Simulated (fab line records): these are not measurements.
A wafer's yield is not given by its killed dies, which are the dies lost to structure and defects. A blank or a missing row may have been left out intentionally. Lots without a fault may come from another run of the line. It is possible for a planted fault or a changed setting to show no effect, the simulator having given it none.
Which tool did it? :: flow nand_harc :: 18 wafers from 6 lots sampled at 5 of the route's 1302 steps

## WHAT THE GAUGES READ, wafer by wafer
NHARC_END_SORT_01.
lot :: measured :: on :: killed_at_array

## WHICH TOOL RAN EACH LOT (tool, then ch and the chambers of the sampled wafers, then the start)
lot: L583
NHARC_A_STAIRCASE_ETCH_315: rie_diel-13 ch 2,3, day 19 10:28 or earlier
NHARC_A_STAIRCASE_DESCUM_443: rie_diel-13 ch 0,1,3, day 19 10:28
NHARC_A_STAIRCASE_STRIP_446: plasma_asher-01 ch 0,1, day 19 15:00
NHARC_A_STAIRCASE_STRIP_447: wet_bench-02 ch 1,2,4, day 19 15:18

lot: L590
NHARC_A_STAIRCASE_ETCH_315: rie_diel-05 ch 1,2,3, day 23 01:32 or earlier
NHARC_A_STAIRCASE_DESCUM_443: rie_diel-05 ch 0,2,3, day 23 01:32
NHARC_A_STAIRCASE_STRIP_446: plasma_asher-01 ch 0,1, day 23 07:01
NHARC_A_STAIRCASE_STRIP_447: wet_bench-02 ch 0,5,6, day 23 07:22

lot: L594
NHARC_A_STAIRCASE_ETCH_315: rie_diel-01 ch 1,2, day 24 13:37 or earlier
NHARC_A_STAIRCASE_DESCUM_443: rie_diel-13 ch 0,1,3, day 24 13:37
NHARC_A_STAIRCASE_STRIP_446: plasma_asher-02 ch 0, day 24 18:06
NHARC_A_STAIRCASE_STRIP_447: wet_bench-02 ch 0,1,4, day 24 18:24

lot: L598
NHARC_A_STAIRCASE_ETCH_315: rie_diel-05 ch 0,1, day 26 10:22 or earlier
NHARC_A_STAIRCASE_DESCUM_443: rie_diel-05 ch 0,1,3, day 26 10:22
NHARC_A_STAIRCASE_STRIP_446: plasma_asher-02 ch 0,1, day 26 14:55
NHARC_A_STAIRCASE_STRIP_447: wet_bench-03 ch 3,4,6, day 26 15:17

lot: L601
NHARC_A_STAIRCASE_ETCH_315: rie_diel-13 ch 0,1,3, day 27 03:27 or earlier
NHARC_A_STAIRCASE_DESCUM_443: rie_diel-01 ch 1,2, day 27 03:27
NHARC_A_STAIRCASE_STRIP_446: plasma_asher-01 ch 0,1, day 27 07:55
NHARC_A_STAIRCASE_STRIP_447: wet_bench-02 ch 1,2,7, day 27 08:17

lot: L604
NHARC_A_STAIRCASE_ETCH_315: rie_diel-13 ch 0,1,2, day 28 19:07 or earlier
NHARC_A_STAIRCASE_DESCUM_443: rie_diel-01 ch 0,1,3, day 28 19:07
NHARC_A_STAIRCASE_STRIP_446: plasma_asher-01 ch 0,1, day 28 23:34
NHARC_A_STAIRCASE_STRIP_447: wet_bench-09 ch 1,4,7, day 28 23:55
- NHARC_A_STAIRCASE_ETCH_315: etches the open film in C4F8/O2/Ar, target depth 2500 nm, time 607.1 s.
- NHARC_A_STAIRCASE_DESCUM_443: chemistry O2, time 3 s.
- NHARC_A_STAIRCASE_STRIP_446: strips in O2.
- NHARC_A_STAIRCASE_STRIP_447: strips in SPM, time 900 s.

## THE ANSWER, worked out from the rows above alone
Rule: what is usual is taken from the lots themselves. The widest of any qualifying gaps counts: lots, ordered by their means at a reading, are off when they make up no more than a third of the lots, leave a main group of 4 or more, and stand apart from it by 3 or more times the standard deviation of that group's means. A main group whose means are all the same, to the digits that the tables above print for the reading, isn't used. Also off: a lot with no number at a reading for which 4 or more lots have one. Any other lot the step has rows for is counted as sound.
None of the lots is off at any reading shown; this tells nothing.

## WHAT THE SIMULATOR HAD INSERTED
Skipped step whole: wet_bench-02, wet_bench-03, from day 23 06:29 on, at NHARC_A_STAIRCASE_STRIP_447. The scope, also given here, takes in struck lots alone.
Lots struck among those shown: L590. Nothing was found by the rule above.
